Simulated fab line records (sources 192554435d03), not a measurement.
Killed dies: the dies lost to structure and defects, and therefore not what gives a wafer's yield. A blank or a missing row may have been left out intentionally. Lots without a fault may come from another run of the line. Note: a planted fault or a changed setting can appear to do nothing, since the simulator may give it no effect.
A struck lot beside a sound one | flow n5-finfet | 19 steps out of a route of 1938
Sound: these wafers, L950.1, L950.2, L950.3. Wafers L960.3, L960.4, L960.5 were the ones struck. The cause is named last.
At each step with rows: each side's tool, then ch and its chambers, then its first start. Under that, the readings that differ: sound wafers | struck wafers | difference of the means | sigmas: that difference in standard deviations of wafers without a fault.
alike: readings whose means differ by less than 2 such deviations, and words and numbers that are the same on both sides. not compared: withheld readings, readings that some wafer has no value for, bounds like >300 that may hide the same value, and numbers for which the record gives no deviation and whose values overlap.
A row with sigmas, a row that says differs or no value, or rows on one side alone: a step with any of these is where the two part. Non-overlapping numbers with no deviation appear without sigmas and do not part them. A reading that every wafer of one side lacks parts them only if that side has two wafers or more.

N5_WELL_APT_RTA_34: time 10 s.
  sound on rtp-anneal-02 ch 0, day 3 23:02; struck on rtp-anneal-02 ch 0, day 6 09:49
  alike: lamp-power-pct, lamp_zone_5_pct, lamp_zone_6_pct, lamp_zone_7_pct, wafer_temp_C_max
then, 4 steps without rows for these wafers: N5_WELL_APT_OXIDE_STRIP_42 (strips SiO2 in dHF, time 45 s, target depth 12 nm); N5_WELL_APT_PRECLEAN_36 (cleans in O3/DIW, time 45 s); N5_WELL_APT_PRECLEAN_39 (cleans in dHF, time 60 s); N5_WELL_APT_SRD_37 (time 30 s).
N5_WELL_APT_EPI_41: deposits Si from SiH4/H2, target thk 50 nm, time 297.7 s.
  sound on epi-rpcvd-01 ch 0, day 3 23:17; struck on epi-rpcvd-02 ch 0, day 6 10:14
  alike: susceptor-temp-C, throttle-valve-pct
N5_WELL_APT_INSPECT_38: inspects for defects (darkfield).
  sound on defect-inspect-02 at day 3 23:55; struck on defect-inspect-02 at day 6 10:41
  alike: raw-defect-count
N5_PMOS_HMC_CHANNEL_EPI_HM_DEP_34: deposits SiO2 from TEOS/O2, target thk 36 nm, time 6.9 s.
  sound on pecvd-04 ch 0,1,2, day 3 23:58; struck on pecvd-03 ch 0,1,2, day 6 10:43
  alike: heater-power-w, showerhead-plenum-p-Torr, susceptor-temp-C, throttle-valve-pct
then, 4 steps without rows for these wafers: N5_PMOS_HMC_CHANNEL_EPI_COAT_31 (time 60 s, resist thk 66 nm); N5_PMOS_HMC_CHANNEL_EPI_COAT_03 (resist thk 205 nm); N5_PMOS_HMC_CHANNEL_EPI_EBR_05; N5_PMOS_HMC_CHANNEL_EPI_SOFTBAKE_04 (time 60 s).
N5_PMOS_HMC_CHANNEL_EPI_EXPOSE_06: exposes mask PMOS HMC BLK, target cd 240 nm.
  sound on arfi-scanner-01 ch 0, day 4 00:07; struck on arfi-scanner-01 ch 0, day 6 11:01
  reading                                      | sound                      | struck         | difference | sigmas
  model.PMOS_HMC_CHANNEL_EPI.overlay-x-nm (nm) | -0.01248 -0.01248 -0.01248 | 70.8 70.8 70.8 | +70.8      |
  alike: mask
then, 2 steps without rows for these wafers: N5_PMOS_HMC_CHANNEL_EPI_PEB_07 (peb time 60 s); N5_PMOS_HMC_CHANNEL_EPI_DEVELOP_08 (develop time 30 s).
N5_PMOS_HMC_CHANNEL_EPI_CD_MEAS_09 targets a cd of 237.4 nm.
  sound on cd-sem-02 ch 0, day 4 00:14; struck on cd-sem-02 ch 0, day 6 11:07
  alike: cd-nm
N5_PMOS_HMC_CHANNEL_EPI_OVL_MEAS_10:
  sound on overlay-02 ch 0, day 4 00:17; struck on overlay-01 ch 0, day 6 11:09
  reading               | sound        | struck         | difference | sigmas
  PMOS_HMC_BLK_OVL (nm) | -0.6 0.6 0.0 | 81.5 82.3 81.7 | +81.8      | +99 or more
N5_PMOS_HMC_CHANNEL_EPI_INSPECT_11: inspects for defects (macro).
  sound on defect-inspect-02 at day 4 00:18; struck on defect-inspect-01 at day 6 11:11
  alike: raw-defect-count
-- a jump in the record: the struck wafers' starts before and after are 6 days apart (it breaks off in module PMOS_HMC_CHANNEL_EPI and resumes in module BEOL_M4, where the first step shown is number 1111 of the route) --
N5_BEOL_M4_RC_MEAS_101:
  sound on prober-01 ch 0, day 10 13:37; struck on prober-02 ch 0, day 12 21:37
  reading       | sound    | struck   | difference | sigmas
  DIBL_P (mV/V) | 35 36 32 | 43 39 39 | +6         | +2
  alike: DIBL_N, IOFF_N, IOFF_P, ION_N, ION_P, SS_N, SS_P, VT_N, VT_P

## WHERE THEY PART
Last at N5_BEOL_M4_RC_MEAS_101 as far as this record goes, first at N5_PMOS_HMC_CHANNEL_EPI_OVL_MEAS_10.

WHY: what the simulator had put in
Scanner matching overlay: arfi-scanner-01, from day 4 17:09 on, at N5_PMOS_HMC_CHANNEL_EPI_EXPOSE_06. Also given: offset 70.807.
